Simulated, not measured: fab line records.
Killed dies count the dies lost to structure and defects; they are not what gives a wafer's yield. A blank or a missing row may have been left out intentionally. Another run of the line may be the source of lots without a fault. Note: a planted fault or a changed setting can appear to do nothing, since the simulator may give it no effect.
Split-lot study -- flow n5_finfet -- 21 wafers read across 7 lots, on a route 1938 steps long

THE SPLIT ITSELF
At N5_BEOL_M11_VIA_ETCH_34 (etches SiCOH lowk in C4F6/O2, target depth 184.5 nm, time 69.2 s), the setting time_s was moved away from the recipe's 69.2 s on 5 of the 21 wafers read, by -18.5% to +15.2%. For the rest of the wafers, this setting stayed at what the recipe calls for.

The reading comes from the split's own step.

THE READING
SOC_of_BEOL_M11_COAT_63.thk_nm (the simulator's own value, which no gauge read), in nm, at N5_BEOL_M11_VIA_ETCH_34 (etches SiCOH lowk in C4F6/O2, target depth 184.5 nm, time 69.2 s). There is no usual value for it anywhere in the file. The 16 wafers here that ran the recipe average 92.2 nm, standard deviation 0.28 nm.

wafer,"tool, chamber at the split","time_s as run, s",against the recipe,"SOC_of_BEOL_M11_COAT_63.thk_nm, nm",against lot-mates on the recipe
L076.1,"rie_diel-02, 0",69.2,recipe,92.4,-
L076.2,"rie_diel-02, 2",69.2,recipe,92.4,-
L076.5,"rie_diel-02, 0",69.2,recipe,92.4,-
L080.1,"rie_diel-02, 3",69.2,recipe,92.4,-
L080.3,"rie_diel-02, 0",69.2,recipe,92.4,-
L080.6,"rie_diel-02, 0",69.2,recipe,92.6,-
L089.3,"rie_diel-01, 3",69.2,recipe,92.2,-
L089.4,"rie_diel-01, 2",58.07,-16.1%,93.2,+1.0
L089.5,"rie_diel-01, 2",69.2,recipe,92.2,-
L094.1,"rie_diel-02, 3",78.81,+13.9%,91.2,-1.2
L094.2,"rie_diel-02, 0",69.2,recipe,92.2,-
L094.5,"rie_diel-02, 2",69.2,recipe,92.6,-
L091.2,"rie_diel-02, 3",79.71,+15.2%,90.8,-0.8
L091.4,"rie_diel-02, 1",79.71,+15.2%,90.4,-1.2
L091.6,"rie_diel-02, 2",69.2,recipe,91.6,-
L095.2,"rie_diel-04, 0",69.2,recipe,91.8,-
L095.3,"rie_diel-04, 1",69.2,recipe,92.2,-
L095.6,"rie_diel-04, 1",69.2,recipe,91.8,-
L096.2,"rie_diel-04, 2",69.2,recipe,92.4,-
L096.4,"rie_diel-04, 1",69.2,recipe,92.4,-
L096.6,"rie_diel-04, 0",56.37,-18.5%,94.2,+1.8

FIT RESULTS
A straight line over all 21 wafers: SOC_of_BEOL_M11_COAT_63.thk_nm changes by -0.0922 nm for each +1% of time_s; r = -0.92; the points scatter about the line by 0.31 nm.
The same after taking each lot's own level away (the mean of its wafers on the recipe; 21 wafers): -0.0769 nm for each +1%; r = -0.96; scatter 0.17 nm.
According to that fit, moving time_s by its largest amount changes the reading by 1.4 nm.
Measured against the standard deviation above, the lots' own levels, which go from 91.60 to 92.47 nm, span 3.1 times it.
Thus the slope moves with the lot-to-lot level: the two fits are different.
Check: with one of the wafers moved furthest among these (-18.5%) left out of the fit, the line predicts +1.26 nm for it against its lot-mates. It came out at +1.8 nm against them.

OTHER SPLITS APPLIED TO THESE WAFERS
These wafers also went through other splits before the reading. Each is held against what the fit with the lots' levels taken away leaves over:
other split on the same wafers,wafers away from the commonest value,r with SOC_of_BEOL_M11_COAT_63.thk_nm (lot level and that fit taken away)
N5_BEOL_M10_ETCH_41 source_w,8,-0.16

THE WHOLE CHAIN: every reading that the file lists as answering this split, in the file's order
step,what it does,reading,change (the file's fit),r (the file's)
N5_BEOL_M11_VIA_ETCH_34,"etches SiCOH lowk in C4F6/O2, target depth 184.5 nm, time 69.2 s","etch.depth_nm (the simulator's own value, which no gauge read)",+1.76 nm for each +1% of the setting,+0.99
N5_BEOL_M11_VIA_ETCH_34,"etches SiCOH lowk in C4F6/O2, target depth 184.5 nm, time 69.2 s","SOC_of_BEOL_M11_COAT_63.thk_nm (the simulator's own value, which no gauge read)",-0.0793 nm for each +1% of the setting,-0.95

THE FILE'S OWN FIT
SOC_of_BEOL_M11_COAT_63.thk_nm changes by -0.0793 nm for each +1% of time_s, r = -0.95.
